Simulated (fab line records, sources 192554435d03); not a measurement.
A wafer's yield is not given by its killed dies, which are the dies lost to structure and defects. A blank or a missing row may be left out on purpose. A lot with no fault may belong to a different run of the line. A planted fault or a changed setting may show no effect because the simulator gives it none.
Split-lot experiment | flow n5Finfet | 39 wafers read across 7 lots, on a route 1938 steps long

== ABOUT THE SPLIT ==
At N5_SDB_ETCH_25 (etches SiO2 in C4F6/O2, target depth 10 nm, time 3.3 s), the setting timeS was moved away from the recipe's 3.3 s on 12 of the 39 wafers read, by -39.5% to +59.8%. For the rest of the wafers, this setting stayed at what the recipe calls for.

Reading taken at the split's own step.

== THE READING ==
etch.depthNm (the simulator's own value, which no gauge read), in nm, at N5_SDB_ETCH_25 (etches SiO2 in C4F6/O2, target depth 10 nm, time 3.3 s). The file gives no usual value for it. The 27 wafers here that ran the recipe average 10.064 nm, standard deviation 0.21 nm.

wafer  | tool, chamber at the split | timeS as run, s | against the recipe | etch.depthNm, nm | against lot-mates on the recipe
L075.1 | rieDiel-03, 2              | 3.3             | recipe             | 10.09            | -
L075.2 | rieDiel-03, 1              | 3.3             | recipe             | 10.13            | -
L075.3 | rieDiel-03, 0              | 3.3             | recipe             | 9.841            | -
L075.4 | rieDiel-03, 3              | 3.3             | recipe             | 9.982            | -
L075.5 | rieDiel-03, 0              | 3.3             | recipe             | 9.817            | -
L075.6 | rieDiel-03, 3              | 3.3             | recipe             | 10.06            | -
L077.1 | rieDiel-04, 0              | 5.272           | +59.8%             | 16.19            | +6.281
L077.2 | rieDiel-04, 3              | 3.3             | recipe             | 9.557            | -
L077.3 | rieDiel-04, 1              | 3.3             | recipe             | 10.11            | -
L077.4 | rieDiel-04, 3              | 5.272           | +59.8%             | 15.45            | +5.541
L077.5 | rieDiel-04, 0              | 5.272           | +59.8%             | 16.12            | +6.211
L077.6 | rieDiel-04, 1              | 3.3             | recipe             | 10.06            | -
L079.1 | rieDiel-03, 1              | 3.3             | recipe             | 10.07            | -
L079.3 | rieDiel-03, 3              | 3.3             | recipe             | 9.856            | -
L079.4 | rieDiel-03, 2              | 3.3             | recipe             | 10.3             | -
L080.1 | rieDiel-03, 3              | 3.976           | +20.5%             | 11.92            | +1.733
L080.2 | rieDiel-03, 2              | 3.976           | +20.5%             | 12.61            | +2.423
L080.3 | rieDiel-03, 1              | 3.3             | recipe             | 10.14            | -
L080.4 | rieDiel-03, 0              | 3.3             | recipe             | 10.05            | -
L080.5 | rieDiel-03, 2              | 3.3             | recipe             | 10.37            | -
L080.6 | rieDiel-03, 1              | 3.976           | +20.5%             | 12.11            | +1.923
L087.1 | rieDiel-03, 0              | 3.3             | recipe             | 10.03            | -
L087.2 | rieDiel-03, 1              | 3.3             | recipe             | 10.27            | -
L087.3 | rieDiel-03, 3              | 1.996           | -39.5%             | 6.026            | -4.058
L087.4 | rieDiel-03, 2              | 1.996           | -39.5%             | 6.212            | -3.872
L087.5 | rieDiel-03, 1              | 1.996           | -39.5%             | 6.272            | -3.812
L087.6 | rieDiel-03, 0              | 3.3             | recipe             | 9.951            | -
L088.1 | rieDiel-04, 0              | 3.3             | recipe             | 10.12            | -
L088.2 | rieDiel-04, 2              | 3.3             | recipe             | 10.35            | -
L088.3 | rieDiel-04, 1              | 3.3             | recipe             | 10.39            | -
L088.6 | rieDiel-04, 1              | 3.3             | recipe             | 10.39            | -
L088.4 | rieDiel-04, 3              | 3.3             | recipe             | 9.644            | -
L088.5 | rieDiel-04, 2              | 3.3             | recipe             | 10.33            | -
L094.1 | rieDiel-03, 0              | 4.248           | +28.7%             | 12.79            | +2.852
L094.2 | rieDiel-03, 3              | 3.3             | recipe             | 9.902            | -
L094.3 | rieDiel-03, 2              | 4.248           | +28.7%             | 13.19            | +3.252
L094.4 | rieDiel-03, 1              | 4.248           | +28.7%             | 13.16            | +3.222
L094.5 | rieDiel-03, 3              | 3.3             | recipe             | 9.973            | -
L094.6 | rieDiel-03, 0              | 3.3             | recipe             | 9.938            | -

FIT RESULTS
A straight line over all 39 wafers: etch.depthNm changes by +0.0992 nm for each +1% of timeS; r = +0.99; the points scatter about the line by 0.24 nm.
The same after taking each lot's own level away (the mean of its wafers on the recipe; 39 wafers): +0.101 nm for each +1%; r = +1.00; scatter 0.22 nm.
Per that fit: largest timeS move, reading shift of 6 nm.
The span of the lots' own levels, 9.9090 to 10.2040 nm, comes to 1.4 times the standard deviation stated above.
Hence the lot-to-lot level has little effect on the slope; both slopes agree.
Check: +5.99 nm against its lot-mates is what the line predicts for one of the wafers moved furthest among these (+59.8%) when that wafer is left out of the fit. Against them it came out at +6.28 nm.

== OTHER SPLITS APPLIED TO THESE WAFERS ==
Note: prior to the reading, these wafers also went through further splits. Each is held against what the fit with the lots' levels taken away leaves over:
other split on the same wafers | wafers away from the commonest value | r with etch.depthNm (lot level and that fit taken away)
N5_DUMMY_GATE_ETCH_32 timeS    | 12                                   | +0.09

== FILE'S OWN FIT ==
etch.depthNm changes by +0.101 nm for each +1% of timeS, r = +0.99.
